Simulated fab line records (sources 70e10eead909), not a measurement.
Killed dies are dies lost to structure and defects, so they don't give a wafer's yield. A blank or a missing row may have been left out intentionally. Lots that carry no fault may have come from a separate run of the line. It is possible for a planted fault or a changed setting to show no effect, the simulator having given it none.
Problem report, 8D (eight disciplines) form, completed by code ; flow nandHarc ; the parts of the form that need people (team, actions taken, sign-off) are left out

1. PROBLEM STATEMENT
At NHARC_END_SORT_01, killedAtPeriphery averages 68.0 over 6 wafers from 2 lots, while fault-free wafers read 4.1, standard deviation 3. That is +21 standard deviations from the usual mean.
Earliest sighting: wafer L319.1 on prober-01 at day 27 08:33. The record holds 18 wafers of 6 lots with a number at this step. Rule for "out", or "out of limits": more than 4 standard deviations from the usual mean. The rest of the wafers with a number are treated as sound.

2. WHAT IT IS AND WHAT IT IS NOT
question;is;is not
which readings at this step;killedAtPeriphery;killedAtArray, killedAtOther, killedOpen, killedShort
which lots;L319, L320;L325, L326, L327, L329
which wafers of those lots;all that have a number;-
read on which gauges;prober-01, prober-02;-
when;from day 27 08:33;"up to then (0 sound wafers); but 12 sound wafers of L325, L326, L327, L329 came after"

3. SUSPECTS, AND WHAT RULES EACH OUT
Counting: a tool at a process step up to the reading stays a suspect if it ran every lot that is out and no sound lot after the first of them.
- ruled out: the gauge at NHARC_END_SORT_01. The wafers that are out were read on 2 gauges (prober-01, prober-02).
- pvdSputter-02 at NHARC_P_BONDPAD_PVD_27 (deposits Cu, target thk 30 nm, time 20.49 s): ruled out as a lasting fault. After its first lot that is out, L319 (day 10 00:22), sound lots L327 ran on it.
- pvdSputter-01 at NHARC_THIN_TSV_DEGAS_53 (time 60 s): ruled out as a lasting fault. After its first lot that is out, L319 (day 26 21:05), sound lots L325, L329 ran on it.
Left after counting: nothing in the record.

4. THE CAUSE (what the simulator had put in)
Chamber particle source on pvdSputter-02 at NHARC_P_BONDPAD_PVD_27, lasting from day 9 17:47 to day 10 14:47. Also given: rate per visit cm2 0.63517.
It was ruled out by counting, in error; the rule expects a fault to strike all lots run on its tool from its start on, and this fault did not.

5. THE EFFECT CHAIN, in route order
Each row: a reading where the mean over the struck wafers with a number is more than 3 standard deviations away from the usual. Readings are gone through only where the record gives a usual standard deviation; hours: the median, over the lots, of the time from a lot's start at the first step in this table giving one to that lot's start at this step; sigmas: the change measured in usual standard deviations.
hours;step;reading;usual;on struck wafers;change;sigmas
0;NHARC_END_SORT_01;defectLimitedYield;90.7 %;80.5;-10.2;-3.5
0;NHARC_END_SORT_01;killedAtPeriphery;4.1;68.0;+63.9;+21
0;NHARC_END_SORT_01;killedDies;63;132;+69;+3.5

6. HOW IT WOULD HAVE BEEN CAUGHT EARLIER
In this record the first reading out of limits at a measuring or inspecting step was taken at day 27 08:33, 423 hours after the fault began at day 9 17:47.
An alarm limit of 4 standard deviations would not have fired on the tool readings at NHARC_P_BONDPAD_PVD_27 for which the record gives a usual standard deviation, since none of them was out on any struck wafer.
